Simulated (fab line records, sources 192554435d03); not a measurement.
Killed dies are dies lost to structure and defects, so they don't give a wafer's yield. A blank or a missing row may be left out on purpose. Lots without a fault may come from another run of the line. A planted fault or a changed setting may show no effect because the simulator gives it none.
fab line records | flow n5_finfet | part 1 of 2: steps 1 to 4 of 6
record lots=23 wafers=69 last_day=18
route steps=1938 shown GATE_CUT@513 MOL_CONTACT_COAG@537
lots that met no fault: from a run of the same line without faults
start_h: hours from the record's first day to the start of the lot's first wafer shown | wait_h: hours since the lot's step before | " the same as in the row above | L1.1+2: a row that stands for several wafers | - no value, or no start given | * or withheld: withheld | < > ~ a bound
route shown NAME@n: a module of which the file shows steps, and the number in the route of the first | usual: mean/standard deviation of fault-free wafers | same: alike in all rows | chamber/n: place in a boat | sites: the reading at each site | _std_site: their standard deviation | _edge_site: outer sites' mean less inner sites' | radius_mm: how far each site lies from the wafer's centre | mask NAME#n: copy n | behind: the tool/chamber that last shaped the wafer | hold: why the lot was held/for how many hours/how that ended | device: the transistor (n, p or np) that didn't switch | end of line: the same wafers' tests at the end of the route | a step without rows: its recipe alone | killed: dies lost to structure and defects at the first sort, not the wafer's yield | map: a wafer's dies, x killed, . not, _ none there
set.NAME: the setting as run; set.NAME@STEP: as run at that earlier step | model.NAME: the simulator's own value behind a step, which no gauge read
steps of the route over a sample of lots; a table a step, a row a wafer
services: from which hour (start_h, from the record's first day; less than 0 if before it) a tool's chamber was out of use, for how many hours, and why
## steps
# step N5_GATE_CUT_CMP_43
# recipe material=SiO2 post_cmp_clean=rinse_only
# usual motor_current_A=12.4/1.5
# columns lot.wafer tool chamber start_h wait_h motor_current_A
L074.4 cmp-02 1 94.64 0.1 11.2
L074.6 " 0 " " 13.1
L074.5 " 1 " " 10.8
L075.4 cmp-02 0 105.07 0.1 11.8
L075.3 " 1 " " 10.8
L075.2 " 2 " " 11.6
L076.2 cmp-02 2 105.88 0.0 10.7
L076.4 " 3 " " 16.0
L076.6 " 3 " " 14.6
L077.4 cmp-03 3 106.92 0.0 10.2
L077.3 " 1 " " 12.4
L077.5 " 3 " " 9.6
L078.3 cmp-03 0 119.21 0.0 14.3
L078.4 " 2 " " 14.9
L078.5 " 0 " " 13.9
L079.4 cmp-02 0 126.62 0.2 12.5
L079.1 " 3 " " 15.7
L079.6 " 0 " " 12.0
L080.4 cmp-03 0 129.77 0.1 13.5
L080.1 " 1 " " 12.2
L080.3 " 2 " " 14.1
L083.2 cmp-04 2 147.49 0.0 11.6
L083.4 " 1 " " 13.7
L083.5 " 3 " " 12.4
L081.2 cmp-03 0 150.49 0.0 13.7
L081.4 " 3 " " 9.7
L081.6 " 0 " " 13.5
L084.4 cmp-02 0 152.43 0.1 11.6
L084.2 " 1 " " 11.4
L084.5 " 3 " " 15.0
L082.1 cmp-04 2 153.40 0.1 11.4
L082.4 " 0 " " 12.4
L082.6 " 2 " " 11.8
L085.2 cmp-02 1 160.37 0.0 11.0
L085.4 " 3 " " 14.6
L085.6 " 2 " " 11.2
L086.4 cmp-03 0 160.74 0.3 13.9
L086.5 " 1 " " 12.1
L086.6 " 2 " " 14.2
L087.4 cmp-02 3 170.51 0.4 15.4
L087.5 " 0 " " 11.7
L087.6 " 1 " " 10.8
L088.1 cmp-02 2 171.60 0.0 11.2
L088.2 " 3 " " 14.9
L088.6 " 2 " " 10.8
L089.1 cmp-04 0 179.05 0.1 12.9
L089.3 " 2 " " 12.6
L089.5 " 0 " " 12.2
L090.2 cmp-02 3 184.74 0.0 15.1
L090.3 " 0 " " 11.3
L090.4 " 2 " " 11.0
L091.1 cmp-04 2 189.64 0.0 11.5
L091.6 " 2 " " 11.7
L091.5 " 3 " " 12.2
L092.1 cmp-02 2 196.26 0.0 11.1
L092.3 " 1 " " 10.6
L092.6 " 3 " " 15.0
L093.1 cmp-04 1 208.08 0.2 13.6
L093.3 " 3 " " 11.7
L093.5 " 1 " " 13.4
L094.1 cmp-04 2 212.15 0.0 11.9
L094.2 " 0 " " 12.6
L094.5 " 3 " " 12.1
L096.3 cmp-02 3 223.43 0.1 13.8
L096.1 " 1 " " 10.5
L096.5 " 3 " " 14.9
L097.3 cmp-02 2 232.81 0.0 10.8
L097.2 " 0 " " 11.8
L097.4 " 1 " " 11.1
# step N5_MOL_CONTACT_COAG_ETCH_15
# recipe chemistry=CH3F/O2 target=SiNx target_depth_a=70 mask_material=SOC stop_on=Si:P over_etch_frac=0.75 ion_energy_ev=120 pressure_mtorr=30 source_w=395 bias_w=73 Ar_flow_sccm=150 CH3F_flow_sccm=30 O2_flow_sccm=20
# usual drypump_motor_current_A=5.4/0.33 oes_ar_750_au=0.77/0.078 oes_o_777_au=0.77/0.08 oes_product_au=0.56/0.055 rf_vpp_V=298/5.9 showerhead_plenum_p_Torr=2.05/0.048 throttle_valve_pct=16.35/0.12
# columns lot.wafer tool chamber start_h wait_h drypump_motor_current_A oes_ar_750_au oes_o_777_au oes_product_au rf_hours_counter_h rf_vpp_V showerhead_plenum_p_Torr throttle_valve_pct
L074.4 rie_diel-02 2 96.07 0.0 5.4 0.74 0.76 0.54 - 303 2.08 16.41
L074.5 " 3 " " 5.9 0.78 0.79 0.56 - 294 2.01 16.36
L074.6 " 1 " " 5.7 0.72 0.73 0.54 - 302 2.08 16.45
L075.2 rie_diel-06 2 106.34 0.0 5.0 0.75 0.75 0.55 147 300 2.10 16.16
L075.3 " 1 " " 5.6 0.73 0.73 0.53 186 305 2.07 16.23
L075.4 " 1 " " 5.6 0.72 0.73 0.54 - 306 2.07 16.22
L076.2 rie_diel-06 0 107.24 0.0 5.2 0.80 0.80 0.58 104 303 2.10 16.46
L076.4 " 0 " " 5.2 0.80 0.81 0.58 - 302 2.10 16.49
L076.6 " 1 " " 5.6 0.72 0.73 0.53 - 305 2.07 16.23
L077.3 rie_diel-01 2 108.72 0.0 4.8 0.75 0.74 0.54 167 303 2.00 16.42
L077.4 " 1 " " 6.1 0.84 0.85 0.61 63 290 2.02 16.17
L077.5 " 3 " " 5.2 0.73 0.73 0.54 - 298 1.99 16.28
L078.3 rie_diel-02 0 120.72 0.0 5.2 0.95 0.95 0.70 8 296 2.13 16.18
L078.4 " 1 " " 5.6 0.72 0.72 0.53 176 301 2.08 16.48
L078.5 " 3 " " 5.9 0.77 0.77 0.56 - 293 2.01 16.40
L079.1 rie_diel-02 0 128.00 0.0 5.2 0.95 0.96 0.70 11 296 2.13 16.18
L079.4 " 3 " " 5.8 0.76 0.78 0.56 116 295 2.01 16.40
L079.6 " 0 " " 5.2 0.94 0.95 0.70 - 294 2.13 16.19
L080.1 rie_diel-01 3 131.04 0.0 5.2 0.73 0.72 0.54 197 299 1.99 16.29
L080.3 " 1 " " 6.1 0.83 0.83 0.59 71 289 2.02 16.19
L080.4 " 2 " " 4.8 0.75 0.73 0.55 175 303 2.00 16.44
L083.2 rie_diel-02 0 148.90 0.0 5.2 0.92 0.92 0.67 20 296 2.12 16.21
L083.4 " 2 " " 5.4 0.72 0.75 0.51 207 300 2.07 16.45
L083.5 " 3 " " 5.8 0.75 0.76 0.55 - 294 2.00 16.41
L081.2 rie_diel-02 1 151.84 0.0 5.7 0.71 0.71 0.52 190 301 2.07 16.50
L081.4 " 3 " " 5.8 0.75 0.76 0.55 127 296 2.00 16.41
L081.6 " 1 " " 5.6 0.71 0.71 0.52 - 301 2.07 16.49
L084.2 rie_diel-06 0 153.70 0.0 5.2 0.79 0.79 0.57 120 302 2.10 16.52
L084.4 " 3 " " 5.7 0.98 1.00 0.70 7 289 1.97 16.30
L084.5 " 1 " " 5.6 0.71 0.72 0.52 - 306 2.07 16.23
L082.1 rie_diel-01 1 154.80 0.0 6.1 0.81 0.82 0.58 83 289 2.01 16.20
L082.4 " 3 " " 5.2 0.72 0.72 0.53 208 298 1.99 16.32
L082.6 " 2 " " 4.8 0.74 0.73 0.54 - 302 2.00 16.45
L085.2 rie_diel-02 0 161.72 0.0 5.2 0.92 0.93 0.67 24 295 2.12 16.22
L085.4 " 3 " " 5.9 0.75 0.76 0.55 130 296 2.00 16.43
L085.6 " 1 " " 5.7 0.71 0.71 0.52 - 301 2.07 16.49
L086.4 rie_diel-06 2 161.98 0.0 5.0 0.74 0.74 0.53 166 301 2.09 16.19
L086.5 " 2 " " 5.0 0.74 0.73 0.54 - 302 2.09 16.18
L086.6 " 3 " " 5.6 0.97 0.98 0.70 - 288 1.97 16.28
L087.4 rie_diel-01 3 171.78 0.0 5.2 0.72 0.71 0.54 214 299 1.99 16.32
L087.5 " 3 " " 5.2 0.71 0.71 0.54 - 297 1.99 16.32
L087.6 " 2 " " 4.8 0.74 0.72 0.54 - 302 2.00 16.46
L088.1 rie_diel-02 2 172.97 0.0 5.4 0.72 0.74 0.52 215 301 2.07 16.47
L088.2 " 1 " " 5.6 0.71 0.70 0.52 197 300 2.07 16.51
L088.6 " 3 " " 5.9 0.74 0.76 0.55 - 295 2.00 16.45
L089.1 rie_diel-06 2 180.50 0.0 4.9 0.74 0.73 0.53 172 301 2.09 16.19
L089.3 " 1 " " 5.6 0.70 0.71 0.52 211 304 2.07 16.28
L089.5 " 2 " " 4.9 0.73 0.73 0.53 - 302 2.09 16.22
L090.2 rie_diel-01 0 186.34 0.0 5.6 0.70 0.70 0.50 236 288 2.07 16.31
L090.3 " 3 " " 5.2 0.71 0.71 0.52 219 298 1.98 16.33
L090.4 " 2 " " 4.8 0.73 0.72 0.54 197 302 1.99 16.46
L091.1 rie_diel-02 1 190.99 0.0 5.7 0.70 0.70 0.52 204 301 2.07 16.52
L091.5 " 2 " " 5.4 0.71 0.73 0.51 - 301 2.06 16.47
L091.6 " 1 " " 5.6 0.70 0.70 0.52 - 302 2.07 16.52
L092.1 rie_diel-01 2 197.76 0.0 4.8 0.73 0.72 0.53 201 302 1.99 16.49
L092.3 " 3 " " 5.2 0.71 0.71 0.52 224 299 1.98 16.34
L092.6 " 0 " " 5.6 0.70 0.69 0.50 - 286 2.07 16.32
L093.1 rie_diel-06 1 209.43 0.0 5.6 0.70 0.70 0.52 222 304 2.06 16.29
L093.3 " 3 " " 5.7 0.92 0.93 0.67 29 290 1.96 16.34
L093.5 " 3 " " 5.6 0.93 0.94 0.67 - 288 1.96 16.32
L094.1 rie_diel-06 3 213.78 0.0 5.6 0.92 0.94 0.66 31 289 1.96 16.32
L094.2 " 0 " " 5.2 0.76 0.77 0.56 142 303 2.09 16.56
L094.5 " 2 " " 4.9 0.72 0.73 0.53 - 301 2.09 16.21
L096.1 rie_diel-06 2 224.88 0.0 5.0 0.72 0.72 0.52 184 300 2.08 16.22
L096.3 " 1 " " 5.6 0.70 0.70 0.51 228 307 2.06 16.30
L096.5 " 3 " " 5.6 0.92 0.93 0.65 - 291 1.96 16.34
L097.2 rie_diel-06 0 234.30 0.0 5.1 0.76 0.77 0.56 149 304 2.09 16.58
L097.3 " 3 " " 5.6 0.91 0.92 0.65 38 289 1.96 16.35
L097.4 " 2 " " 5.0 0.72 0.72 0.52 187 302 2.08 16.23
# step N5_MOL_CONTACT_COAG_CD_MEAS_99
# recipe target_cd_nm=17.2 polarity=opening
# usual cd_nm=17.2/0.35
# columns lot.wafer tool chamber start_h wait_h cd_nm
L074.4 cd_sem-01 - 96.22 - 16.9
L074.5 " - " " 17.2
L074.6 " - " " 17.7
L075.2 cd_sem-01 - 106.52 - 17.2
L075.3 " - " " 17.3
L075.4 " - " " 17.3
L076.2 cd_sem-03 - 107.42 - 17.0
L076.4 " - " " 16.9
L076.6 " - " " 16.9
L077.3 cd_sem-02 - 108.90 - 16.9
L077.4 " - " " 17.4
L077.5 " - " " 17.5
L078.3 cd_sem-01 - 120.90 - 18.0
L078.4 " - " " 17.7
L078.5 " - " " 16.8
L079.1 cd_sem-03 - 128.18 - 17.5
L079.4 " - " " 17.3
L079.6 " - " " 17.4
L080.1 cd_sem-03 - 131.22 - 17.4
L080.3 " - " " 17.5
L080.4 " - " " 16.9
L083.2 cd_sem-03 - 149.08 - 17.6
L083.4 " - " " 17.7
L083.5 " - " " 17.5
L081.2 cd_sem-02 - 152.02 - 17.5
L081.4 " - " " 17.3
L081.6 " - " " 17.0
L084.2 cd_sem-01 - 153.88 - 17.1
L084.4 " - " " 17.6
L084.5 " - " " 17.0
L082.1 cd_sem-01 - 154.98 - 17.6
L082.4 " - " " 16.9
L082.6 " - " " 16.7
L085.2 cd_sem-01 - 161.90 - 17.4
L085.4 " - " " 17.4
L085.6 " - " " 17.5
L086.4 cd_sem-03 - 162.16 - 16.7
L086.5 " - " " 17.5
L086.6 " - " " 17.4
L087.4 cd_sem-01 - 171.97 - 16.8
L087.5 " - " " 16.8
L087.6 " - " " 16.8
L088.1 cd_sem-02 - 173.15 - 17.1
L088.2 " - " " 17.0
L088.6 " - " " 17.6
L089.1 cd_sem-01 - 180.68 - 17.4
L089.3 " - " " 17.0
L089.5 " - " " 17.2
L090.2 cd_sem-01 - 186.52 - 16.6
L090.3 " - " " 17.1
L090.4 " - " " 16.9
L091.1 cd_sem-02 - 191.17 - 17.2
L091.5 " - " " 17.5
L091.6 " - " " 17.5
L092.1 cd_sem-02 - 197.94 - 17.0
L092.3 " - " " 17.2
L092.6 " - " " 16.6
L093.1 cd_sem-01 - 209.61 - 17.4
L093.3 " - " " 17.9
L093.5 " - " " 17.5
L094.1 cd_sem-01 - 213.96 - 17.0
L094.2 " - " " 16.6
L094.5 " - " " 17.0
L096.1 cd_sem-02 - 225.06 - 17.2
L096.3 " - " " 16.6
L096.5 " - " " 17.1
L097.2 cd_sem-02 - 234.48 - 17.0
L097.3 " - " " 16.7
L097.4 " - " " 16.9
# step N5_MOL_CONTACT_COAG_CO_FILL_22
# recipe material=Co target_thk_a=200 temp_c=200 precursor=CCTBA/H2 pressure_torr=30
# usual chamber_pressure_Torr=30.00/0.063 heater_power_w=218/21
# columns lot.wafer tool chamber start_h wait_h chamber_pressure_Torr heater_power_w
L074.4 cvd_co-02 2 99.05 0.5 29.87 259
L074.5 " 0 " " 29.96 228
L074.6 " 1 " " 29.94 212
L076.2 cvd_co-01 2 109.33 0.1 30.01 201
L076.4 " 0 " " 29.93 233
L076.6 " 2 " " 30.00 197
L075.2 cvd_co-02 0 109.59 0.2 30.05 225
L075.3 " 2 " " 30.08 263
L075.4 " 2 " " 30.10 244
L077.3 cvd_co-02 0 111.13 0.1 29.92 230
L077.4 " 0 " " 29.99 224
L077.5 " 1 " " 30.08 210
L078.3 cvd_co-01 1 123.67 0.1 29.92 206
L078.4 " 0 " " 30.08 230
L078.5 " 1 " " 29.93 208
L079.1 cvd_co-01 2 131.79 0.1 29.93 199
L079.4 " 0 " " 29.99 226
L079.6 " 2 " " 29.91 195
L080.1 cvd_co-02 0 134.12 0.1 29.91 237
L080.3 " 2 " " 30.10 257
L080.4 " 0 " " 29.97 225
L083.2 cvd_co-01 1 152.27 0.2 30.08 208
L083.4 " 1 " " 29.97 203
L083.5 " 2 " " 30.03 196
L081.2 cvd_co-01 2 155.56 0.1 29.99 197
L081.4 " 1 " " 29.97 204
L081.6 " 0 " " 30.01 227
L084.2 cvd_co-02 1 156.46 0.1 30.04 197
L084.4 " 0 " " 30.05 225
L084.5 " 2 " " 29.92 257
L082.1 cvd_co-01 1 157.03 0.1 29.99 201
L082.4 " 2 " " 30.10 201
L082.6 " 1 " " 29.96 198
L085.2 cvd_co-02 1 164.12 0.1 29.98 199
L085.4 " 2 " " 29.96 257
L085.6 " 0 " " 29.99 228
L086.4 cvd_co-01 2 164.46 0.4 30.07 195
L086.5 " 1 " " 29.91 208
L086.6 " 0 " " 29.98 234
L087.4 cvd_co-02 1 173.82 0.4 30.00 197
L087.5 " 0 " " 30.07 229
L087.6 " 1 " " 29.99 189
L088.1 cvd_co-01 2 176.63 0.1 30.06 199
L088.2 " 1 " " 29.88 206
L088.6 " 0 " " 30.00 234
L089.1 cvd_co-01 0 183.00 0.1 30.01 229
L089.3 " 2 " " 29.95 195
L089.5 " 2 " " 30.05 198
L090.2 cvd_co-02 0 188.50 0.1 29.99 230
L090.3 " 0 " " 30.06 232
L090.4 " 1 " " 29.89 191
L091.1 cvd_co-02 2 192.56 0.1 30.02 251
L091.5 " 0 " " 30.08 230
L091.6 " 1 " " 29.97 193
L092.1 cvd_co-01 0 200.46 0.1 29.99 233
L092.3 " 2 " " 30.00 199
L092.6 " 0 " " 30.18 229
L093.1 cvd_co-01 0 211.62 0.1 29.94 224
L093.3 " 2 " " 30.02 199
L093.5 " 1 " " 30.01 205
L094.1 cvd_co-02 1 215.82 0.1 29.84 195
L094.2 " 2 " " 30.01 265
L094.5 " 0 " " 30.13 232
L096.1 cvd_co-01 1 227.87 0.1 30.06 202
L096.3 " 2 " " 29.98 202
L096.5 " 1 " " 30.07 203
L097.2 cvd_co-02 2 237.29 0.1 30.00 267
L097.3 " 0 " " 30.07 233
L097.4 " 1 " " 30.03 190
